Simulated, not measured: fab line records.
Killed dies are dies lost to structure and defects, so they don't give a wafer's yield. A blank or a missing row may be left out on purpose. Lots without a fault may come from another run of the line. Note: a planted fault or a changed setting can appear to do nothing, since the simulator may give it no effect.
Which tool was responsible? / flow n5_finfet / 10 lots, 27 wafers sampled, at 7 steps of a route of 1938

## WHAT EACH GAUGE READ, for each wafer
N5_FIN_SAQP_INSPECT_40: inspects for defects (brightfield). Usual: 235 for raw_defect_count, sd 58.
lot=L948; measured=day 2 14:05; on=defect_inspect-02; raw_defect_count=267 223; flag=
lot=L949; measured=day 2 21:04; on=defect_inspect-02; raw_defect_count=210 342 242; flag=
lot=L950; measured=day 3 02:13; on=defect_inspect-01; raw_defect_count=159 169 234; flag=
lot=L954; measured=day 4 02:07; on=defect_inspect-02; raw_defect_count=314 371; flag=
lot=L955; measured=day 4 07:58; on=defect_inspect-01; raw_defect_count=151 235 246; flag=
lot=L956; measured=day 4 14:38; on=defect_inspect-02; raw_defect_count=291 201 236; flag=
lot=L962; measured=day 6 01:44; on=defect_inspect-01; raw_defect_count=164 128 134; flag=
lot=L963; measured=day 6 08:13; on=defect_inspect-01; raw_defect_count=530 558 481; flag=OFF
lot=L965; measured=day 6 20:41; on=defect_inspect-01; raw_defect_count=476 501 606; flag=OFF
lot=L967; measured=day 7 08:23; on=defect_inspect-01; raw_defect_count=276 309; flag=

N5_FIN_CUT_INSPECT_10: inspects for defects (brightfield). Usual: 43 for raw_defect_count, sd 11.
lot=L948; measured=day 2 14:37; on=defect_inspect-02; raw_defect_count=40 35; flag=
lot=L949; measured=day 2 21:34; on=defect_inspect-01; raw_defect_count=47 62 39; flag=
lot=L950; measured=day 3 02:37; on=defect_inspect-02; raw_defect_count=40 31 47; flag=
lot=L954; measured=day 4 02:38; on=defect_inspect-01; raw_defect_count=56 73; flag=
lot=L955; measured=day 4 08:23; on=defect_inspect-02; raw_defect_count=32 40 55; flag=
lot=L956; measured=day 4 15:10; on=defect_inspect-02; raw_defect_count=44 33 29; flag=
lot=L962; measured=day 6 02:07; on=defect_inspect-01; raw_defect_count=36 33 36; flag=
lot=L963; measured=day 6 08:44; on=defect_inspect-01; raw_defect_count=342 325 320; flag=OFF
lot=L965; measured=day 6 21:14; on=defect_inspect-02; raw_defect_count=338 330 357; flag=OFF
lot=L967; measured=day 7 08:46; on=defect_inspect-02; raw_defect_count=57 68; flag=

N5_FIN_CUT_INSPECT_17: inspects for defects (brightfield). Usual: 236 for raw_defect_count, sd 57.
lot=L948; measured=day 2 15:33; on=defect_inspect-02; raw_defect_count=269 230; flag=
lot=L949; measured=day 2 22:32; on=defect_inspect-01; raw_defect_count=210 311 225; flag=
lot=L950; measured=day 3 03:46; on=defect_inspect-02; raw_defect_count=174 181 248; flag=
lot=L954; measured=day 4 03:40; on=defect_inspect-01; raw_defect_count=303 376; flag=
lot=L955; measured=day 4 10:13; on=defect_inspect-01; raw_defect_count=154 248 231; flag=
lot=L956; measured=day 4 16:07; on=defect_inspect-02; raw_defect_count=294 211 217; flag=
lot=L962; measured=day 6 03:04; on=defect_inspect-01; raw_defect_count=163 122 146; flag=
lot=L963; measured=day 6 10:07; on=defect_inspect-01; raw_defect_count=521 548 492; flag=OFF
lot=L965; measured=day 6 22:11; on=defect_inspect-01; raw_defect_count=465 490 595; flag=OFF
lot=L967; measured=day 7 09:43; on=defect_inspect-02; raw_defect_count=274 320; flag=

## TOOL THAT RAN EACH LOT (tool first, then ch and the chambers of the sampled wafers, then the start)
lot=L948; N5_FIN_SAQP_SPACER1_ETCHBACK_25=rie_diel-06 ch 1, day 2 11:38; N5_FIN_SAQP_ETCH_69=rie_diel-06 ch 1, day 2 12:41; N5_FIN_SAQP_ETCH_67=rie_diel-06 ch 1, day 2 12:44; N5_FIN_SAQP_ETCH_64=rie_si-05 ch 0,3, day 2 13:49
lot=L949; N5_FIN_SAQP_SPACER1_ETCHBACK_25=rie_diel-02 ch 0,2,3, day 2 18:43; N5_FIN_SAQP_ETCH_69=rie_diel-02 ch 1,2, day 2 19:39; N5_FIN_SAQP_ETCH_67=rie_diel-02 ch 1,2, day 2 19:43; N5_FIN_SAQP_ETCH_64=rie_si-05 ch 0,1,2, day 2 20:47
lot=L950; N5_FIN_SAQP_SPACER1_ETCHBACK_25=rie_diel-06 ch 0,1, day 2 23:53; N5_FIN_SAQP_ETCH_69=rie_diel-02 ch 1,3, day 3 00:49; N5_FIN_SAQP_ETCH_67=rie_diel-02 ch 1,3, day 3 00:52; N5_FIN_SAQP_ETCH_64=rie_si-04 ch 0,1,2, day 3 01:57
lot=L954; N5_FIN_SAQP_SPACER1_ETCHBACK_25=rie_diel-04 ch 1,2, day 3 23:46; N5_FIN_SAQP_ETCH_69=rie_diel-06 ch 0,1, day 4 00:41; N5_FIN_SAQP_ETCH_67=rie_diel-06 ch 0,1, day 4 00:45; N5_FIN_SAQP_ETCH_64=rie_si-04 ch 0,2, day 4 01:51
lot=L955; N5_FIN_SAQP_SPACER1_ETCHBACK_25=rie_diel-04 ch 0,1,3, day 4 05:31; N5_FIN_SAQP_ETCH_69=rie_diel-06 ch 1,2, day 4 06:26; N5_FIN_SAQP_ETCH_67=rie_diel-06 ch 1,2, day 4 06:29; N5_FIN_SAQP_ETCH_64=rie_si-04 ch 1,2,3, day 4 07:42
lot=L956; N5_FIN_SAQP_SPACER1_ETCHBACK_25=rie_diel-04 ch 0,1,2, day 4 12:12; N5_FIN_SAQP_ETCH_69=rie_diel-04 ch 0,1,2, day 4 13:12; N5_FIN_SAQP_ETCH_67=rie_diel-04 ch 0,1,2, day 4 13:16; N5_FIN_SAQP_ETCH_64=rie_si-03 ch 0,2,3, day 4 14:22
lot=L962; N5_FIN_SAQP_SPACER1_ETCHBACK_25=rie_diel-06 ch 0,2, day 5 23:23; N5_FIN_SAQP_ETCH_69=rie_diel-04 ch 0,1,3, day 6 00:19; N5_FIN_SAQP_ETCH_67=rie_diel-04 ch 0,1,3, day 6 00:23; N5_FIN_SAQP_ETCH_64=rie_si-03 ch 0,1, day 6 01:28
lot=L963; N5_FIN_SAQP_SPACER1_ETCHBACK_25=rie_diel-02 ch 0,2,3, day 6 05:31; N5_FIN_SAQP_ETCH_69=rie_diel-06 ch 0,3, day 6 06:26; N5_FIN_SAQP_ETCH_67=rie_diel-06 ch 0,3, day 6 06:30; N5_FIN_SAQP_ETCH_64=rie_si-03 ch 0,2,3, day 6 07:57
lot=L965; N5_FIN_SAQP_SPACER1_ETCHBACK_25=rie_diel-04 ch 1,2,3, day 6 18:11; N5_FIN_SAQP_ETCH_69=rie_diel-06 ch 0,2,3, day 6 19:06; N5_FIN_SAQP_ETCH_67=rie_diel-06 ch 0,2,3, day 6 19:10; N5_FIN_SAQP_ETCH_64=rie_si-03 ch 0,2,3, day 6 20:25
lot=L967; N5_FIN_SAQP_SPACER1_ETCHBACK_25=rie_diel-06 ch 0, day 7 06:02; N5_FIN_SAQP_ETCH_69=rie_diel-02 ch 2,3, day 7 06:58; N5_FIN_SAQP_ETCH_67=rie_diel-02 ch 2,3, day 7 07:01; N5_FIN_SAQP_ETCH_64=rie_si-05 ch 0,3, day 7 08:07
- N5_FIN_SAQP_SPACER1_ETCHBACK_25: etches SiO2 in CHF3/O2, target depth 24.4 nm, time 12.2 s.
- N5_FIN_SAQP_ETCH_69: etches SOC in N2/H2, stops on SiNx, target depth 150 nm.
- N5_FIN_SAQP_ETCH_67: etches SiNx in CH3F/O2, target depth 30 nm.
- N5_FIN_SAQP_ETCH_64: etches SiO2 in CF4, target depth 1.5 nm.

## AS READ BY THE TOOLS THEMSELVES (means over the sampled wafers that have a number; for cases with no such wafer, the mark the record gives instead)
N5_FIN_SAQP_SPACER1_ETCHBACK_25. Usual: drypump_motor_current_A 5.7 A, standard deviation 0.38; oes_product_au 0.77 a.u., standard deviation 0.085; rf_fwd_power_W 645.4 W, standard deviation 1.9; rf_vpp_V 520 V, standard deviation 7.5; showerhead_plenum_p_Torr 2.42 Torr, standard deviation 0.068; throttle_valve_pct 19.10 %, standard deviation 0.24.
lot=L948; tool=rie_diel-06; drypump_motor_current_A (A)=6.1; oes_product_au (a.u.)=0.71; rf_fwd_power_W (W)=646.2; rf_vpp_V (V)=520; showerhead_plenum_p_Torr (Torr)=2.49; throttle_valve_pct (%)=19.25; flag=
lot=L949; tool=rie_diel-02; drypump_motor_current_A (A)=5.4; oes_product_au (a.u.)=0.78; rf_fwd_power_W (W)=644.9; rf_vpp_V (V)=520; showerhead_plenum_p_Torr (Torr)=2.49; throttle_valve_pct (%)=19.04; flag=
lot=L950; tool=rie_diel-06; drypump_motor_current_A (A)=6.0; oes_product_au (a.u.)=0.70; rf_fwd_power_W (W)=643.7; rf_vpp_V (V)=517; showerhead_plenum_p_Torr (Torr)=2.48; throttle_valve_pct (%)=19.08; flag=
lot=L954; tool=rie_diel-04; drypump_motor_current_A (A)=5.8; oes_product_au (a.u.)=0.86; rf_fwd_power_W (W)=646.7; rf_vpp_V (V)=525; showerhead_plenum_p_Torr (Torr)=2.38; throttle_valve_pct (%)=18.82; flag=
lot=L955; tool=rie_diel-04; drypump_motor_current_A (A)=5.7; oes_product_au (a.u.)=0.84; rf_fwd_power_W (W)=644.2; rf_vpp_V (V)=529; showerhead_plenum_p_Torr (Torr)=2.41; throttle_valve_pct (%)=18.96; flag=
lot=L956; tool=rie_diel-04; drypump_motor_current_A (A)=6.0; oes_product_au (a.u.)=0.83; rf_fwd_power_W (W)=645.0; rf_vpp_V (V)=525; showerhead_plenum_p_Torr (Torr)=2.37; throttle_valve_pct (%)=18.83; flag=
lot=L962; tool=rie_diel-06; drypump_motor_current_A (A)=5.5; oes_product_au (a.u.)=0.72; rf_fwd_power_W (W)=646.4; rf_vpp_V (V)=517; showerhead_plenum_p_Torr (Torr)=2.37; throttle_valve_pct (%)=19.16; flag=
lot=L963; tool=rie_diel-02; drypump_motor_current_A (A)=5.4; oes_product_au (a.u.)=0.84; rf_fwd_power_W (W)=647.5; rf_vpp_V (V)=520; showerhead_plenum_p_Torr (Torr)=2.48; throttle_valve_pct (%)=18.98; flag=
lot=L965; tool=rie_diel-04; drypump_motor_current_A (A)=5.8; oes_product_au (a.u.)=0.79; rf_fwd_power_W (W)=645.0; rf_vpp_V (V)=528; showerhead_plenum_p_Torr (Torr)=2.39; throttle_valve_pct (%)=18.98; flag=
lot=L967; tool=rie_diel-06; drypump_motor_current_A (A)=5.9; oes_product_au (a.u.)=0.67; rf_fwd_power_W (W)=646.8; rf_vpp_V (V)=516; showerhead_plenum_p_Torr (Torr)=2.46; throttle_valve_pct (%)=19.06; flag=

N5_FIN_SAQP_ETCH_69. Usual: drypump_motor_current_A 5.6 A (standard deviation 0.39); n2_flow_sccm 199.9 sccm (standard deviation 0.53); oes_product_au 0.76 a.u. (standard deviation 0.077); rf_fwd_power_W 844 W (standard deviation 3); rf_vpp_V 241.0 V (standard deviation 1.4); showerhead_plenum_p_Torr 2.56 Torr (standard deviation 0.082); throttle_valve_pct 17.95 % (standard deviation 0.18).
lot=L948; tool=rie_diel-06; drypump_motor_current_A (A)=6.1; n2_flow_sccm (sccm)=200.6; oes_product_au (a.u.)=0.71; rf_fwd_power_W (W)=845; rf_vpp_V (V)=241.1; showerhead_plenum_p_Torr (Torr)=2.61; throttle_valve_pct (%)=18.04; flag=
lot=L949; tool=rie_diel-02; drypump_motor_current_A (A)=5.2; n2_flow_sccm (sccm)=200.5; oes_product_au (a.u.)=0.75; rf_fwd_power_W (W)=841; rf_vpp_V (V)=240.9; showerhead_plenum_p_Torr (Torr)=2.57; throttle_valve_pct (%)=17.87; flag=
lot=L950; tool=rie_diel-02; drypump_motor_current_A (A)=5.6; n2_flow_sccm (sccm)=199.9; oes_product_au (a.u.)=0.80; rf_fwd_power_W (W)=848; rf_vpp_V (V)=241.8; showerhead_plenum_p_Torr (Torr)=2.67; throttle_valve_pct (%)=17.89; flag=
lot=L954; tool=rie_diel-06; drypump_motor_current_A (A)=6.0; n2_flow_sccm (sccm)=200.0; oes_product_au (a.u.)=0.69; rf_fwd_power_W (W)=844; rf_vpp_V (V)=241.4; showerhead_plenum_p_Torr (Torr)=2.60; throttle_valve_pct (%)=17.97; flag=
lot=L955; tool=rie_diel-06; drypump_motor_current_A (A)=5.6; n2_flow_sccm (sccm)=200.5; oes_product_au (a.u.)=0.73; rf_fwd_power_W (W)=843; rf_vpp_V (V)=239.5; showerhead_plenum_p_Torr (Torr)=2.48; throttle_valve_pct (%)=18.02; flag=
lot=L956; tool=rie_diel-04; drypump_motor_current_A (A)=6.0; n2_flow_sccm (sccm)=199.9; oes_product_au (a.u.)=0.83; rf_fwd_power_W (W)=844; rf_vpp_V (V)=239.7; showerhead_plenum_p_Torr (Torr)=2.50; throttle_valve_pct (%)=17.72; flag=
lot=L962; tool=rie_diel-04; drypump_motor_current_A (A)=5.8; n2_flow_sccm (sccm)=199.6; oes_product_au (a.u.)=0.81; rf_fwd_power_W (W)=845; rf_vpp_V (V)=240.9; showerhead_plenum_p_Torr (Torr)=2.52; throttle_valve_pct (%)=17.84; flag=
lot=L963; tool=rie_diel-06; drypump_motor_current_A (A)=5.9; n2_flow_sccm (sccm)=200.1; oes_product_au (a.u.)=0.68; rf_fwd_power_W (W)=842; rf_vpp_V (V)=240.1; showerhead_plenum_p_Torr (Torr)=2.54; throttle_valve_pct (%)=18.20; flag=
lot=L965; tool=rie_diel-06; drypump_motor_current_A (A)=5.7; n2_flow_sccm (sccm)=200.2; oes_product_au (a.u.)=0.69; rf_fwd_power_W (W)=843; rf_vpp_V (V)=240.8; showerhead_plenum_p_Torr (Torr)=2.50; throttle_valve_pct (%)=18.11; flag=
lot=L967; tool=rie_diel-02; drypump_motor_current_A (A)=5.4; n2_flow_sccm (sccm)=199.7; oes_product_au (a.u.)=0.78; rf_fwd_power_W (W)=842; rf_vpp_V (V)=241.6; showerhead_plenum_p_Torr (Torr)=2.60; throttle_valve_pct (%)=17.79; flag=

N5_FIN_SAQP_ETCH_67. Usual: drypump_motor_current_A 5.6 A, standard deviation 0.38; oes_product_au 0.77 a.u., standard deviation 0.079; rf_fwd_power_W 390.7 W, standard deviation 1.6; rf_vpp_V 294 V, standard deviation 4.5; showerhead_plenum_p_Torr 2.03 Torr, standard deviation 0.06; throttle_valve_pct 16.55 %, standard deviation 0.22.
lot=L948; tool=rie_diel-06; drypump_motor_current_A (A)=6.1; oes_product_au (a.u.)=0.71; rf_fwd_power_W (W)=390.2; rf_vpp_V (V)=294; showerhead_plenum_p_Torr (Torr)=2.07; throttle_valve_pct (%)=16.70; flag=
lot=L949; tool=rie_diel-02; drypump_motor_current_A (A)=5.2; oes_product_au (a.u.)=0.75; rf_fwd_power_W (W)=392.6; rf_vpp_V (V)=291; showerhead_plenum_p_Torr (Torr)=2.04; throttle_valve_pct (%)=16.48; flag=
lot=L950; tool=rie_diel-02; drypump_motor_current_A (A)=5.7; oes_product_au (a.u.)=0.80; rf_fwd_power_W (W)=392.5; rf_vpp_V (V)=287; showerhead_plenum_p_Torr (Torr)=2.10; throttle_valve_pct (%)=16.46; flag=
lot=L954; tool=rie_diel-06; drypump_motor_current_A (A)=6.0; oes_product_au (a.u.)=0.70; rf_fwd_power_W (W)=390.6; rf_vpp_V (V)=294; showerhead_plenum_p_Torr (Torr)=2.06; throttle_valve_pct (%)=16.61; flag=
lot=L955; tool=rie_diel-06; drypump_motor_current_A (A)=5.5; oes_product_au (a.u.)=0.74; rf_fwd_power_W (W)=391.7; rf_vpp_V (V)=294; showerhead_plenum_p_Torr (Torr)=1.98; throttle_valve_pct (%)=16.70; flag=
lot=L956; tool=rie_diel-04; drypump_motor_current_A (A)=6.0; oes_product_au (a.u.)=0.84; rf_fwd_power_W (W)=390.7; rf_vpp_V (V)=298; showerhead_plenum_p_Torr (Torr)=1.97; throttle_valve_pct (%)=16.28; flag=
lot=L962; tool=rie_diel-04; drypump_motor_current_A (A)=5.7; oes_product_au (a.u.)=0.83; rf_fwd_power_W (W)=389.2; rf_vpp_V (V)=300; showerhead_plenum_p_Torr (Torr)=1.99; throttle_valve_pct (%)=16.42; flag=
lot=L963; tool=rie_diel-06; drypump_motor_current_A (A)=5.9; oes_product_au (a.u.)=0.69; rf_fwd_power_W (W)=389.1; rf_vpp_V (V)=295; showerhead_plenum_p_Torr (Torr)=2.01; throttle_valve_pct (%)=16.86; flag=
lot=L965; tool=rie_diel-06; drypump_motor_current_A (A)=5.7; oes_product_au (a.u.)=0.70; rf_fwd_power_W (W)=390.8; rf_vpp_V (V)=295; showerhead_plenum_p_Torr (Torr)=1.98; throttle_valve_pct (%)=16.76; flag=
lot=L967; tool=rie_diel-02; drypump_motor_current_A (A)=5.4; oes_product_au (a.u.)=0.78; rf_fwd_power_W (W)=389.8; rf_vpp_V (V)=294; showerhead_plenum_p_Torr (Torr)=2.05; throttle_valve_pct (%)=16.34; flag=

N5_FIN_SAQP_ETCH_64. Usual: cf4_flow_sccm 79.96 sccm, standard deviation 0.24; drypump_motor_current_A 6.0 A, standard deviation 0.47; oes_product_au 1.012 a.u., standard deviation 0.021; rf_fwd_power_W 782 W, standard deviation 4.6; throttle_valve_pct 21.82 %, standard deviation 0.21.
lot=L948; tool=rie_si-05; cf4_flow_sccm (sccm)=80.17; drypump_motor_current_A (A)=5.7; oes_product_au (a.u.)=0.996; rf_fwd_power_W (W)=783; throttle_valve_pct (%)=21.77; flag=
lot=L949; tool=rie_si-05; cf4_flow_sccm (sccm)=80.05; drypump_motor_current_A (A)=5.9; oes_product_au (a.u.)=1.030; rf_fwd_power_W (W)=778; throttle_valve_pct (%)=21.93; flag=
lot=L950; tool=rie_si-04; cf4_flow_sccm (sccm)=80.09; drypump_motor_current_A (A)=6.5; oes_product_au (a.u.)=1.004; rf_fwd_power_W (W)=784; throttle_valve_pct (%)=21.71; flag=
lot=L954; tool=rie_si-04; cf4_flow_sccm (sccm)=79.70; drypump_motor_current_A (A)=6.3; oes_product_au (a.u.)=0.978; rf_fwd_power_W (W)=785; throttle_valve_pct (%)=21.76; flag=
lot=L955; tool=rie_si-04; cf4_flow_sccm (sccm)=80.01; drypump_motor_current_A (A)=6.2; oes_product_au (a.u.)=1.006; rf_fwd_power_W (W)=787; throttle_valve_pct (%)=21.82; flag=
lot=L956; tool=rie_si-03; cf4_flow_sccm (sccm)=79.95; drypump_motor_current_A (A)=5.8; oes_product_au (a.u.)=1.015; rf_fwd_power_W (W)=781; throttle_valve_pct (%)=21.78; flag=
lot=L962; tool=rie_si-03; cf4_flow_sccm (sccm)=79.96; drypump_motor_current_A (A)=6.3; oes_product_au (a.u.)=1.038; rf_fwd_power_W (W)=783; throttle_valve_pct (%)=21.81; flag=
lot=L963; tool=rie_si-03; cf4_flow_sccm (sccm)=79.81; drypump_motor_current_A (A)=5.8; oes_product_au (a.u.)=1.009; rf_fwd_power_W (W)=784; throttle_valve_pct (%)=21.76; flag=
lot=L965; tool=rie_si-03; cf4_flow_sccm (sccm)=79.81; drypump_motor_current_A (A)=5.8; oes_product_au (a.u.)=1.008; rf_fwd_power_W (W)=783; throttle_valve_pct (%)=21.78; flag=
lot=L967; tool=rie_si-05; cf4_flow_sccm (sccm)=79.85; drypump_motor_current_A (A)=5.8; oes_product_au (a.u.)=0.994; rf_fwd_power_W (W)=782; throttle_valve_pct (%)=21.77; flag=

## THE ANSWER, worked out from the rows above alone
Rule: lot off if the mean of its wafers having a number is beyond 3 standard deviations from the usual mean. A lot without any number at a reading at which 4 lots or more have one is off too. All remaining lots with rows at the step are treated as sound. Order of review: gauges by route order, followed by the tools' own readings, for which a lot's mean as printed above is used. At the first step where some lot is off, the reading lying furthest off is the one used; lots without a number count as furthest.
Off: L963, L965 (N5_FIN_SAQP_INSPECT_40, raw_defect_count).
If a tool, at a process step before that reading, ran all the lots that are off and no sound lot after the first of them, it fits. Gauges at N5_FIN_SAQP_INSPECT_40: tried the same way as those tools. 2 tools fit, rie_diel-06 at N5_FIN_SAQP_ETCH_69 and N5_FIN_SAQP_ETCH_67 and rie_si-03 at N5_FIN_SAQP_ETCH_64, so this cannot tell which one it is.

## WHAT WAS PUT IN BY THE SIMULATOR
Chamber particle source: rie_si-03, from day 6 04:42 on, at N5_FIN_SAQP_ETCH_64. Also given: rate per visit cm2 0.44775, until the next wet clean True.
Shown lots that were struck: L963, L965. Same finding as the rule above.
